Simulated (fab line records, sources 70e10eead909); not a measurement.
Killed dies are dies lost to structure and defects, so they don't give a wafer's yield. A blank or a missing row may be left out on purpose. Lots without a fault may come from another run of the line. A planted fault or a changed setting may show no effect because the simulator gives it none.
Chamber matching | flow nand_harc | NHARC_A_STAIRCASE_TRIM_12 on rie_diel-12: 4 sister chambers
The step chemistry O2, time 211.2 s. 4 wafers are shown with their chamber, then 9 later ones without.

WAFERS WITH THEIR CHAMBER
wafer  | chamber | showerhead_plenum_p_Torr (Torr)
L080.1 | 3       | 3.56
L081.1 | 1       | 3.53
L081.2 | 0       | 3.30
L081.3 | 2       | 3.50

WAFERS WITHOUT THEIR CHAMBER
wafer  | showerhead_plenum_p_Torr (Torr)
L081.4 | 3.56
L081.5 | 3.50
L081.6 | 3.56
L084.1 | 3.50
L084.2 | 3.30
L084.6 | 3.50
L089.1 | 3.54
L089.2 | 3.49
L089.4 | 3.55

WHICH CHAMBER EACH WENT THROUGH
wafer  | from the rows above     | in truth
L081.4 | 3                       | 3
L081.5 | 2                       | 2
L081.6 | 3                       | 3
L084.1 | 2                       | 2
L084.2 | 0                       | 0
L084.6 | 2                       | 2
L089.1 | can't be placed: 1 or 3 | 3
L089.2 | 2                       | 2
L089.4 | can't be placed: 3 or 1 | 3
Placed correctly: 7 of 9. Can't be placed from these rows: 2 (the true chamber is among the candidates in 2). Placed wrongly: 0.
How it was worked out, from the rows above alone: a wafer's distance from a chamber is the root of the sum, over the readings, of the square of ((its reading less the chamber's mean) divided by the reading's scatter). The wafer belongs to the nearest chamber; if the next one is less than 2 further off, it can't be placed. A chamber's mean is the mean of its shown wafers. The scatter: with one shown wafer a chamber, the root of the mean of the squares of how far each hidden wafer lies from its nearest shown one.
